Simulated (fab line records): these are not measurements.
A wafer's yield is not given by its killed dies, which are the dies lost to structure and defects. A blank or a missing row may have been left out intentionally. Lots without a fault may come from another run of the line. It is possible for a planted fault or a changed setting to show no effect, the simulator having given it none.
fab line records | flow n5-finfet
record lots=7 | wafers=21
route steps=1938 shown GATE_CUT@481 MOL_CONTACT_COAG@559 BEOL_M0_SAQP@673 BEOL_M0_CUTY@702 BEOL_M1@800 BEOL_M2@890 BEOL_M3@994 BEOL_M4@1026
start-h: hours from the record's opening day to when the first of the lot's shown wafers began | wait-h: hours since the lot's step before | " the same as in the row above | L1.1+2: a row that stands for several wafers | - no value present, or no start provided | * or withheld: withheld | < > ~ a bound
route shown NAME@n: names a module that has steps shown in the file, with the first one's number in the route | usual: the fault-free wafers' mean and standard deviation | same: alike in all rows | chamber/n: place in a boat | sites: each site's reading | _std_site: their standard deviation | _edge_site: the outer-site mean with the inner-site mean subtracted | radius-mm: for every site, how far away it sits from the centre of the wafer | mask NAME#n: copy n | behind: the last tool/chamber to shape the wafer | hold: reason for holding the lot/hours on hold/outcome of the hold | device: the n, p or np transistor that did not switch | end of line: the same wafers' tests at the end of the route | for a step that has no rows: nothing shown but its recipe | killed: dies that structure and defects cost at the first sort, which is not the same as the wafer's yield | map: a wafer's dies, marking killed ones x, the rest . and places with no die _
set.NAME: the setting that was run; set.NAME@STEP: the one run at that earlier step | model.NAME: the simulator's own value behind a step, which no gauge read
lots whose settings were changed on purpose; a table a step, a row a wafer
## steps
# step N5_GATE_CUT_COAT_07
# recipe resist=CAR-EUV | spin-rpm=1500 | resist-thk-nm=30
lot.wafer  | tool           | chamber | start-h | wait-h | set.spin-rpm | model.CAR-EUV_of_GATE_CUT_COAT_07.thk-nm
L075.1+5+6 | litho-track-05 | 0       | -       | -      | 1500         | 30.2
L076.1     | litho-track-03 | 0       | -       | -      | 1500         | 29.8
L076.3+6   | "              | 0       | "       | "      | 1500         | 30
L078.4     | litho-track-05 | 0       | -       | -      | 1569         | 29.4
L078.5+6   | "              | 0       | "       | "      | 1500         | 30
L081.2+4+5 | litho-track-03 | 0       | -       | -      | 1500         | 30
L085.1+5   | litho-track-03 | 0       | -       | -      | 1500         | 30
L085.3     | "              | 0       | "       | "      | 1440         | 30.6
L090.1+4   | litho-track-05 | 0       | -       | -      | 1500         | 30
L090.5     | "              | 0       | "       | "      | 1657         | 28.4
L095.1+2+3 | litho-track-04 | 0       | -       | -      | 1500         | 30
# step N5_GATE_CUT_EBR_09
# recipe solvent=PGMEA | ebr-width-mm=1.5
# step N5_GATE_CUT_SOFTBAKE_08
# recipe temp-c=110 | time-s=60 | resist=CAR-EUV
# step N5_GATE_CUT_DESCUM_18
# recipe chemistry=O2 | time-s=7 | source-power-w=50 | bias-power-w=20 | pressure-mtorr=20 | rf-frequency-hz=2.712e+07 | temp-c=40 | resist=CAR-EUV | o2-flow-sccm=225
lot.wafer  | tool        | chamber | start-h | wait-h | set.spin-rpm@GATE_CUT_COAT_07 | model.CAR-EUV_of_GATE_CUT_COAT_07.thk-nm
L075.1+5+6 | rie-diel-01 | 2,3,0   | 96.64   | 0.0    | 1500                          | 26.2
L076.1+3+6 | rie-diel-01 | 2,3,2   | 100.29  | 0.0    | 1500                          | 26
L078.4     | rie-diel-01 | 1       | 109.48  | 0.0    | 1569                          | 25.4
L078.5+6   | "           | 3,0     | "       | "      | 1500                          | 26
L081.2+5   | rie-diel-04 | 1,3     | 126.75  | 0.0    | 1500                          | 26.2
L081.4     | "           | 3       | "       | "      | 1500                          | 26
L085.1+5   | rie-diel-01 | 0,2     | 151.97  | 0.1    | 1500                          | 26
L085.3     | "           | 3       | "       | "      | 1440                          | 26.8
L090.1+4   | rie-diel-03 | 0,1     | 179.38  | 0.0    | 1500                          | 26
L090.5     | "           | 0       | "       | "      | 1657                          | 24.6
L095.1+2+3 | rie-diel-01 | 1,2,3   | 209.90  | 0.0    | 1500                          | 26.2
# step N5_MOL_CONTACT_COAG_ALD_27
# recipe material=SiOC | target-thk-a=170 | temp-c=400 | ald-precursor-family=carbosiloxane | ald-co-reactant=H2-plasma | pulse-time-s=1.5 | time-s=2720 | purge-time-s=2 | co-reactant-purge-time-s=2 | ald-cycles=340 | pressure-torr=2
lot.wafer  | tool       | chamber | start-h | wait-h | set.time-s | model.SiOC_of_MOL_CONTACT_COAG_ALD_27.thk-nm
L075.1+5+6 | ald-sin-01 | 1,1,0   | 107.53  | 0.0    | 2720       | 17
L076.1+6   | ald-sin-01 | 2       | 112.33  | 0.0    | 2519       | 15.8
L076.3     | "          | 1       | "       | "      | 2720       | 17.2
L078.4     | ald-sin-03 | 3       | 119.77  | 0.0    | 2720       | 16.8
L078.5     | "          | 3       | "       | "      | 2545       | 15.8
L078.6     | "          | 0       | "       | "      | 2720       | 17
L081.2+4+5 | ald-sin-04 | 3,0,2   | 136.77  | 0.1    | 2720       | 17
L085.1+5   | ald-sin-01 | 1,0     | 163.49  | 0.0    | 2720       | 17.2
L085.3     | "          | 3       | "       | "      | 2720       | 17
L090.1     | ald-sin-04 | 0       | 189.66  | 0.3    | 2524       | 15.6
L090.4     | "          | 2       | "       | "      | 2720       | 17
L090.5     | "          | 0       | "       | "      | 2524       | 15.8
L095.1     | ald-sin-01 | 2       | 219.77  | 0.0    | 3164       | 17
L095.2     | "          | 1       | "       | "      | 3164       | 17.2
L095.3     | "          | 0       | "       | "      | 2720       | 17
# step N5_BEOL_M0_SAQP_ETCH_107
# recipe chemistry=CH3F/O2 | target=SiNx | target-depth-a=300 | mask-material=SOC | pressure-mtorr=30 | source-w=395 | bias-w=73 | Ar_flow_sccm=150 | CH3F_flow_sccm=30 | O2_flow_sccm=20 | ion-energy-ev=120
# usual rf-vpp-V=299/5.9
lot.wafer | tool        | chamber | start-h | wait-h | set.bias-w | rf-vpp-V
L075.1    | rie-diel-04 | 3       | 122.58  | 0.0    | 77.87      | 320
L075.5    | "           | 3       | "       | "      | 73         | 301
L075.6    | "           | 0       | "       | "      | 73         | 297
L076.1    | rie-diel-01 | 0       | 126.55  | 0.0    | 73         | 293
L076.3    | "           | 1       | "       | "      | 73         | 290
L076.6    | "           | 0       | "       | "      | 73         | 293
L078.4    | rie-diel-01 | 3       | 133.93  | 0.0    | 73         | 302
L078.5    | "           | 1       | "       | "      | 73         | 291
L078.6    | "           | 0       | "       | "      | 73         | 292
L081.2    | rie-diel-04 | 0       | 154.58  | 0.0    | 73         | 296
L081.4    | "           | 1       | "       | "      | 73         | 305
L081.5    | "           | 1       | "       | "      | 73         | 304
L085.1    | rie-diel-04 | 0       | 178.33  | 0.0    | 73         | 296
L085.3    | "           | 2       | "       | "      | 85.81      | 353
L085.5    | "           | 1       | "       | "      | 73         | 305
L090.1    | rie-diel-01 | 1       | 204.92  | 0.0    | 73         | 290
L090.4    | "           | 2       | "       | "      | 73         | 297
L090.5    | "           | 2       | "       | "      | 82.19      | 325
L095.1    | rie-diel-03 | 2       | 234.71  | 0.0    | 73         | 304
L095.2    | "           | 3       | "       | "      | 73         | 308
L095.3    | "           | 0       | "       | "      | 73         | 300
# step N5_BEOL_M0_CUTY_COAT_51
# recipe resist=CAR-ArF-block | spin-rpm=1500 | resist-thk-nm=150
lot.wafer | tool           | chamber | start-h | wait-h | set.spin-rpm | model.CAR-ArF-block_of_BEOL_M0_CUTY_COAT_51.thk-nm
L075.1    | litho-track-02 | 0       | -       | -      | 1500         | 150.2
L075.5    | "              | 0       | "       | "      | 1442         | 153
L075.6    | "              | 0       | "       | "      | 1442         | 153.6
L076.1    | litho-track-03 | 0       | -       | -      | 1447         | 152.4
L076.3    | "              | 0       | "       | "      | 1500         | 150
L076.6    | "              | 0       | "       | "      | 1500         | 149.8
L078.4    | litho-track-02 | 0       | -       | -      | 1500         | 149.6
L078.5    | "              | 0       | "       | "      | 1621         | 143.8
L078.6    | "              | 0       | "       | "      | 1621         | 144.2
L081.2+4  | litho-track-02 | 0       | -       | -      | 1500         | 150.2
L081.5    | "              | 0       | "       | "      | 1500         | 150.4
L085.1+5  | litho-track-03 | 0       | -       | -      | 1500         | 149.8
L085.3    | "              | 0       | "       | "      | 1500         | 149.6
L090.1+5  | litho-track-03 | 0       | -       | -      | 1500         | 150
L090.4    | "              | 0       | "       | "      | 1349         | 158.6
L095.1    | litho-track-02 | 0       | -       | -      | 1434         | 153.2
L095.2+3  | "              | 0       | "       | "      | 1434         | 153
# step N5_BEOL_M0_CUTY_EBR_52
# recipe solvent=PGMEA | ebr-width-mm=1.5
# step N5_BEOL_M0_CUTY_SOFTBAKE_53
# recipe temp-c=110 | time-s=60 | resist=CAR-ArF-block
# step N5_BEOL_M0_CUTY_EXPOSE_54
# recipe mask-id=M0_ABLK | na=1.35 | source-shape=conventional | sigma-outer=0.8 | polarization=unpolarized | dose-mj=36
# step N5_BEOL_M0_CUTY_PEB_55
# recipe peb-temp-c=110 | peb-time-s=60 | resist=CAR-ArF-block
# step N5_BEOL_M0_CUTY_DEVELOP_56
# recipe develop-time-s=30 | developer=TMAH | resist=CAR-ArF-block | rinse-liquid=diw | dry=air-spin | dev-temp-c=23
lot.wafer | tool           | chamber | start-h | wait-h | set.spin-rpm@BEOL_M0_CUTY_COAT_51 | model.CAR-ArF-block_of_BEOL_M0_CUTY_COAT_51.thk-nm
L075.1    | litho-track-02 | 0       | -       | -      | 1500                              | 148.4
L075.5    | "              | 0       | "       | "      | 1442                              | 151.2
L075.6    | "              | 0       | "       | "      | 1442                              | 151.8
L076.1    | litho-track-02 | 0       | -       | -      | 1447                              | 150.6
L076.3    | "              | 0       | "       | "      | 1500                              | 148.4
L076.6    | "              | 0       | "       | "      | 1500                              | 148
L078.4    | litho-track-05 | 0       | -       | -      | 1500                              | 147.8
L078.5    | "              | 0       | "       | "      | 1621                              | 142
L078.6    | "              | 0       | "       | "      | 1621                              | 142.4
L081.2+4  | litho-track-05 | 0       | -       | -      | 1500                              | 148.4
L081.5    | "              | 0       | "       | "      | 1500                              | 148.6
L085.1+5  | litho-track-05 | 0       | -       | -      | 1500                              | 148.2
L085.3    | "              | 0       | "       | "      | 1500                              | 147.8
L090.1+5  | litho-track-02 | 0       | -       | -      | 1500                              | 148.2
L090.4    | "              | 0       | "       | "      | 1349                              | 157
L095.1    | litho-track-03 | 0       | -       | -      | 1434                              | 151.6
L095.2    | "              | 0       | "       | "      | 1434                              | 151.2
L095.3    | "              | 0       | "       | "      | 1434                              | 151.4
# step N5_BEOL_M0_CUTY_DESCUM_61
# recipe chemistry=O2 | time-s=7.9 | source-power-w=50 | bias-power-w=20 | pressure-mtorr=20 | rf-frequency-hz=2.712e+07 | temp-c=40 | resist=CAR-ArF-block | o2-flow-sccm=225
lot.wafer | tool        | chamber | start-h | wait-h | set.time-s | set.spin-rpm@BEOL_M0_CUTY_COAT_51 | model.CAR-ArF-block_of_BEOL_M0_CUTY_COAT_51.thk-nm
L075.1    | rie-diel-06 | 2       | 125.68  | 0.0    | 9.339      | 1500                              | 142.6
L075.5    | "           | 3       | "       | "      | 7.9        | 1442                              | 146.4
L075.6    | "           | 0       | "       | "      | 9.339      | 1442                              | 146
L076.1    | rie-diel-02 | 3       | 129.29  | 0.0    | 9.417      | 1447                              | 144.8
L076.3    | "           | 1       | "       | "      | 9.417      | 1500                              | 142.6
L076.6    | "           | 1       | "       | "      | 7.9        | 1500                              | 143.2
L078.4    | rie-diel-05 | 2       | 136.75  | 0.0    | 6.874      | 1500                              | 143.6
L078.5    | "           | 3       | "       | "      | 7.9        | 1621                              | 137.4
L078.6    | "           | 0       | "       | "      | 7.9        | 1621                              | 137.6
L081.2+4  | rie-diel-02 | 1,0     | 157.41  | 0.0    | 7.9        | 1500                              | 143.6
L081.5    | "           | 3       | "       | "      | 7.9        | 1500                              | 143.8
L085.1    | rie-diel-02 | 2       | 181.77  | 0.0    | 7.254      | 1500                              | 143.6
L085.3    | "           | 1       | "       | "      | 7.254      | 1500                              | 143.4
L085.5    | "           | 2       | "       | "      | 7.9        | 1500                              | 143.2
L090.1    | rie-diel-02 | 2       | 208.01  | 0.1    | 6.18       | 1500                              | 144.4
L090.4    | "           | 1       | "       | "      | 7.9        | 1349                              | 152
L090.5    | "           | 0       | "       | "      | 7.9        | 1500                              | 143.4
L095.1    | rie-diel-05 | 0       | 240.23  | 0.0    | 7.9        | 1434                              | 146.8
L095.2    | "           | 2       | "       | "      | 8.482      | 1434                              | 146
L095.3    | "           | 3       | "       | "      | 7.9        | 1434                              | 146.6
# step N5_BEOL_M1_TRENCH_ETCH_37
# recipe chemistry=C4F6/O2 | target-depth-a=552.07 | target=SiOC | time-s=29 | ion-energy-ev=250 | pressure-mtorr=30 | source-w=355 | bias-w=185 | Ar_flow_sccm=300 | C4F6_flow_sccm=10 | O2_flow_sccm=10
# usual rf-vpp-V=675/12
lot.wafer | tool        | chamber | start-h | wait-h | set.bias-w | rf-vpp-V
L075.1    | rie-diel-03 | 2       | -       | -      | 171.4      | 642
L075.5    | "           | 2       | "       | "      | 171.4      | 641
L075.6    | "           | 3       | "       | "      | 185        | 686
L076.1    | rie-diel-01 | 0       | -       | -      | 174.6      | 626
L076.3    | "           | 1       | "       | "      | 185        | 649
L076.6    | "           | 2       | "       | "      | 185        | 662
L078.4    | rie-diel-03 | 0       | -       | -      | 205.8      | 731
L078.5    | "           | 0       | "       | "      | 185        | 671
L078.6    | "           | 1       | "       | "      | 205.8      | 738
L081.2    | rie-diel-01 | 0       | -       | -      | 185        | 655
L081.4    | "           | 3       | "       | "      | 185        | 675
L081.5    | "           | 0       | "       | "      | 185        | 655
L085.1    | rie-diel-04 | 0       | -       | -      | 199.6      | 707
L085.3    | "           | 1       | "       | "      | 185        | 683
L085.5    | "           | 0       | "       | "      | 199.6      | 705
L090.1    | rie-diel-04 | 3       | -       | -      | 185        | 677
L090.4    | "           | 0       | "       | "      | 197        | 698
L090.5    | "           | 1       | "       | "      | 197        | 718
L095.1    | rie-diel-04 | 0       | -       | -      | 185        | 665
L095.2    | "           | 3       | "       | "      | 185        | 677
L095.3    | "           | 2       | "       | "      | 214.9      | 788
# step N5_BEOL_M2_TRENCH_ETCH_37
# recipe chemistry=C4F6/O2 | target-depth-a=555.55 | target=SiOC | time-s=29.2 | ion-energy-ev=250 | pressure-mtorr=30 | source-w=355 | bias-w=185 | Ar_flow_sccm=300 | C4F6_flow_sccm=10 | O2_flow_sccm=10
# usual rf-vpp-V=659/11
lot.wafer | tool        | chamber | start-h | wait-h | set.bias-w | rf-vpp-V
L075.1    | rie-diel-05 | 0       | -       | -      | 185        | 651
L075.5    | "           | 2       | "       | "      | 185        | 679
L075.6    | "           | 1       | "       | "      | 185        | 671
L076.1    | rie-diel-02 | 0       | -       | -      | 159.5      | 592
L076.3    | "           | 3       | "       | "      | 185        | 674
L076.6    | "           | 1       | "       | "      | 159.5      | 584
L078.4    | rie-diel-02 | 3       | -       | -      | 185        | 675
L078.5    | "           | 2       | "       | "      | 185        | 643
L078.6    | "           | 3       | "       | "      | 209.1      | 742
L081.2    | rie-diel-02 | 0       | -       | -      | 185        | 666
L081.4    | "           | 1       | "       | "      | 185        | 656
L081.5    | "           | 1       | "       | "      | 185        | 657
L085.1    | rie-diel-02 | 1       | -       | -      | 185        | 657
L085.3    | "           | 2       | "       | "      | 185        | 644
L085.5    | "           | 2       | "       | "      | 154        | 555
L090.1    | rie-diel-02 | 2       | -       | -      | 185        | 641
L090.4    | "           | 1       | "       | "      | 197        | 691
L090.5    | "           | 1       | "       | "      | 197        | 690
L095.1    | rie-diel-05 | 3       | -       | -      | 210.1      | 731
L095.2    | "           | 2       | "       | "      | 185        | 680
L095.3    | "           | 1       | "       | "      | 185        | 671
# step N5_BEOL_M3_SPUTTER_48
# recipe material=Cu | target-thk-a=45 | temp-c=-20 | chamber-pressure-pa=0.07 | power-w=withheld | time-s=8.29
lot.wafer | tool           | chamber | start-h | wait-h | set.time-s | model.Cu_of_BEOL_M3_SPUTTER_48.thk-nm
L075.1    | pvd-sputter-03 | -       | 163.42  | 0.2    | 8.29       | 4.2
L075.5+6  | "              | -       | "       | "      | 8.29       | 4.4
L076.1    | pvd-sputter-02 | -       | 166.37  | 0.2    | 8.687      | 5
L076.3    | "              | -       | "       | "      | 8.687      | -
L076.6    | "              | -       | "       | "      | 8.29       | 4.4
L078.4    | pvd-sputter-02 | -       | 169.67  | 0.0    | 9.268      | -
L078.5    | "              | -       | "       | "      | 9.268      | 5
L078.6    | "              | -       | "       | "      | 8.29       | 4.6
L081.2+5  | pvd-sputter-01 | -       | 190.66  | 0.1    | 8.29       | 4.6
L081.4    | "              | -       | "       | "      | 8.29       | 4.4
L085.1+3  | pvd-sputter-03 | -       | 216.04  | 0.1    | 8.29       | 4.6
L085.5    | "              | -       | "       | "      | 9.004      | -
L090.1    | pvd-sputter-01 | -       | 245.48  | 0.2    | 7.729      | 4.2
L090.4+5  | "              | -       | "       | "      | 8.29       | 4.6
L095.1    | pvd-sputter-03 | -       | 278.40  | 0.2    | 8.29       | 4.6
L095.2    | "              | -       | "       | "      | 7.289      | -
L095.3    | "              | -       | "       | "      | 7.289      | 4
# step N5_BEOL_M4_COAT_62
# recipe resist=SiARC | temp-c=220 | time-s=60 | spin-rpm=1500 | resist-thk-nm=12
lot.wafer  | tool           | chamber | start-h | wait-h | set.spin-rpm | model.SiARC_of_BEOL_M4_COAT_62.thk-nm
L075.1+6   | litho-track-01 | 0       | -       | -      | 1584         | 11.6
L075.5     | "              | 0       | "       | "      | 1500         | 12
L076.1+3+6 | litho-track-03 | 0       | -       | -      | 1500         | 12
L078.4+5+6 | litho-track-01 | 0       | -       | -      | 1500         | 12
L081.2+4+5 | litho-track-01 | 0       | -       | -      | 1500         | 12
L085.1+3+5 | litho-track-01 | 0       | -       | -      | 1500         | 12
L090.1+4+5 | litho-track-03 | 0       | -       | -      | 1500         | 12
L095.1+3   | litho-track-03 | 0       | -       | -      | 1500         | 12
L095.2     | "              | 0       | "       | "      | 1388         | 12.6
# step N5_BEOL_M4_DESCUM_16
# recipe chemistry=O2 | time-s=7 | source-power-w=50 | bias-power-w=20 | pressure-mtorr=20 | rf-frequency-hz=2.712e+07 | temp-c=40 | resist=CAR-EUV | o2-flow-sccm=225
lot.wafer  | tool        | chamber | start-h | wait-h | set.time-s | model.CAR-EUV_of_BEOL_M4_COAT_05.thk-nm
L075.1+5   | rie-diel-06 | 3       | 168.83  | 0.0    | 8.046      | 25.4
L075.6     | "           | 0       | "       | "      | 7          | 26
L076.1+6   | rie-diel-05 | 2       | 170.04  | 0.1    | 7          | 26.2
L076.3     | "           | 0       | "       | "      | 7          | 26
L078.4+6   | rie-diel-05 | 0,2     | 175.96  | 0.6    | 7          | 26
L078.5     | "           | 3       | "       | "      | 7          | 26.2
L081.2+4+5 | rie-diel-05 | 3,0,3   | 195.38  | 0.2    | 7          | 26
L085.1+5   | rie-diel-05 | 1,0     | 220.25  | 0.1    | 7          | 26
L085.3     | "           | 3       | "       | "      | 7          | 26.2
L090.1+4   | rie-diel-06 | 2,1     | 250.18  | 0.3    | 6.229      | 26.4
L090.5     | "           | 1       | "       | "      | 7          | 26.2
L095.1     | rie-diel-05 | 2       | 283.61  | 0.1    | 5.947      | 26.6
L095.2     | "           | 3       | "       | "      | 5.947      | 26.8
L095.3     | "           | 0       | "       | "      | 7          | 26.2
# step N5_BEOL_M4_ETCH_74
# recipe chemistry=N2/H2 | target=underlayer | target-depth-a=65 | mask-material=CAR-EUV | time-s=5.2 | ion-energy-ev=200 | pressure-mtorr=30 | source-w=840 | bias-w=150 | n2-flow-sccm=200 | h2-flow-sccm=200 | ends=cleared
# step N5_BEOL_M4_ETCH_63
# recipe chemistry=CF4 | target=SiARC | target-depth-a=156 | mask-material=CAR-EUV | time-s=26 | ion-energy-ev=80 | pressure-mtorr=40 | source-w=545 | bias-w=36 | Ar_flow_sccm=100 | cf4-flow-sccm=100 | ends=cleared
lot.wafer | tool        | chamber | start-h | wait-h | set.spin-rpm@BEOL_M4_COAT_62 | model.etch.depth-nm
L075.1    | rie-diel-06 | 3       | 168.88  | 0.0    | 1584                         | 11.69
L075.5    | "           | 3       | "       | "      | 1500                         | 11.98
L075.6    | "           | 0       | "       | "      | 1584                         | 11.67
L076.1    | rie-diel-05 | 2       | 170.09  | 0.0    | 1500                         | 11.97
L076.3    | "           | 0       | "       | "      | 1500                         | 11.99
L076.6    | "           | 2       | "       | "      | 1500                         | 12.01
L078.4+5  | rie-diel-05 | 0,3     | 176.00  | 0.0    | 1500                         | 11.96
L078.6    | "           | 2       | "       | "      | 1500                         | 11.98
L081.2+4  | rie-diel-05 | 3,0     | 195.43  | 0.0    | 1500                         | 11.98
L081.5    | "           | 3       | "       | "      | 1500                         | 11.99
L085.1    | rie-diel-05 | 1       | 220.30  | 0.0    | 1500                         | 11.98
L085.3    | "           | 3       | "       | "      | 1500                         | 12.01
L085.5    | "           | 0       | "       | "      | 1500                         | 11.99
L090.1    | rie-diel-06 | 2       | 250.23  | 0.0    | 1500                         | 12.03
L090.4+5  | "           | 1       | "       | "      | 1500                         | 12.05
L095.1    | rie-diel-05 | 2       | 283.66  | 0.0    | 1500                         | 12.04
L095.2    | "           | 3       | "       | "      | 1388                         | 12.51
L095.3    | "           | 0       | "       | "      | 1500                         | 12.03
# step N5_BEOL_M4_ETCH_70
# recipe chemistry=N2/H2 | target=SOC | target-depth-a=800 | overetch-a=240 | mask-material=SiARC | temp-c=40 | time-s=130 | ion-energy-ev=200 | pressure-mtorr=30 | source-w=840 | bias-w=150 | n2-flow-sccm=200 | h2-flow-sccm=200
# usual rf-vpp-V=522.5/2.3
lot.wafer | tool        | chamber | start-h | wait-h | set.source-w | rf-vpp-V
L075.1    | rie-diel-05 | 0       | 170.80  | 0.0    | 840          | 520.9
L075.5    | "           | 3       | "       | "      | 840          | 523.3
L075.6    | "           | 2       | "       | "      | 707.5        | 554.5
L076.1    | rie-diel-02 | 0       | 171.75  | 0.0    | 757.5        | 539.1
L076.3    | "           | 3       | "       | "      | 840          | 521.2
L076.6    | "           | 2       | "       | "      | 840          | 521.7
L078.4    | rie-diel-06 | 2       | 188.59  | 0.0    | 840          | 521.2
L078.5    | "           | 0       | "       | "      | 760.1        | 536.6
L078.6    | "           | 1       | "       | "      | 840          | 529.2
L081.2    | rie-diel-05 | 2       | 203.88  | 0.0    | 840          | 522.2
L081.4    | "           | 3       | "       | "      | 840          | 521.6
L081.5    | "           | 3       | "       | "      | 840          | 521.4
L085.1    | rie-diel-02 | 2       | 227.81  | 0.0    | 749.8        | 541.9
L085.3    | "           | 3       | "       | "      | 840          | 521.8
L085.5    | "           | 3       | "       | "      | 749.8        | 542.6
L090.1    | rie-diel-05 | 3       | 251.99  | 0.0    | 761.1        | 540.3
L090.4    | "           | 2       | "       | "      | 840          | 522.8
L090.5    | "           | 0       | "       | "      | 840          | 520.5
L095.1    | rie-diel-05 | 1       | 289.93  | 0.0    | 908.1        | 507.9
L095.2    | "           | 2       | "       | "      | 840          | 521.8
L095.3    | "           | 0       | "       | "      | 908.1        | 507.8
## key
split step=N5_GATE_CUT_COAT_07 | setting=spin-rpm | stated=1500 | by=wafer
response step=N5_GATE_CUT_COAT_07 | reading=model.CAR-EUV_of_GATE_CUT_COAT_07.thk-nm | change=-0.149 | per=1% | r=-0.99
response step=N5_GATE_CUT_DESCUM_18 | reading=model.CAR-EUV_of_GATE_CUT_COAT_07.thk-nm | change=-0.141 | per=1% | r=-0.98
split step=N5_MOL_CONTACT_COAG_ALD_27 | setting=time-s | stated=2720 | by=wafer
response step=N5_MOL_CONTACT_COAG_ALD_27 | reading=model.SiOC_of_MOL_CONTACT_COAG_ALD_27.thk-nm | shape=bent | at-lowest=15.8 | at-stated=17.03 | at-highest=17.1
split step=N5_BEOL_M0_SAQP_ETCH_107 | setting=bias-w | stated=73 | by=wafer
response step=N5_BEOL_M0_SAQP_ETCH_107 | reading=rf-vpp-V | change=+2.85 | per=1% | r=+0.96
split step=N5_BEOL_M0_CUTY_COAT_51 | setting=spin-rpm | stated=1500 | by=wafer
response step=N5_BEOL_M0_CUTY_COAT_51 | reading=model.CAR-ArF-block_of_BEOL_M0_CUTY_COAT_51.thk-nm | change=-0.787 | per=1% | r=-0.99
response step=N5_BEOL_M0_CUTY_DEVELOP_56 | reading=model.CAR-ArF-block_of_BEOL_M0_CUTY_COAT_51.thk-nm | change=-0.796 | per=1% | r=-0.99
response step=N5_BEOL_M0_CUTY_DESCUM_61 | reading=model.CAR-ArF-block_of_BEOL_M0_CUTY_COAT_51.thk-nm | change=-0.781 | per=1% | r=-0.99
split step=N5_BEOL_M0_CUTY_DESCUM_61 | setting=time-s | stated=7.9 | by=wafer
response none clear
split step=N5_BEOL_M1_TRENCH_ETCH_37 | setting=bias-w | stated=185 | by=wafer
response step=N5_BEOL_M1_TRENCH_ETCH_37 | reading=rf-vpp-V | change=+6.01 | per=1% | r=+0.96
split step=N5_BEOL_M2_TRENCH_ETCH_37 | setting=bias-w | stated=185 | by=wafer
response step=N5_BEOL_M2_TRENCH_ETCH_37 | reading=rf-vpp-V | change=+5.67 | per=1% | r=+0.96
split step=N5_BEOL_M3_SPUTTER_48 | setting=time-s | stated=8.29 | by=wafer
response step=N5_BEOL_M3_SPUTTER_48 | reading=model.Cu_of_BEOL_M3_SPUTTER_48.thk-nm | change=+0.05 | per=1% | r=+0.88
split step=N5_BEOL_M4_COAT_62 | setting=spin-rpm | stated=1500 | by=wafer
response step=N5_BEOL_M4_COAT_62 | reading=model.SiARC_of_BEOL_M4_COAT_62.thk-nm | change=-0.0771 | per=1% | r=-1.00
response step=N5_BEOL_M4_ETCH_63 | reading=model.etch.depth-nm | change=-0.0609 | per=1% | r=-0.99
split step=N5_BEOL_M4_DESCUM_16 | setting=time-s | stated=7 | by=wafer
response step=N5_BEOL_M4_DESCUM_16 | reading=model.CAR-EUV_of_BEOL_M4_COAT_05.thk-nm | change=-0.0327 | per=1% | r=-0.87
split step=N5_BEOL_M4_ETCH_70 | setting=source-w | stated=840 | by=wafer
response step=N5_BEOL_M4_ETCH_70 | reading=rf-vpp-V | change=-1.84 | per=1% | r=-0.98
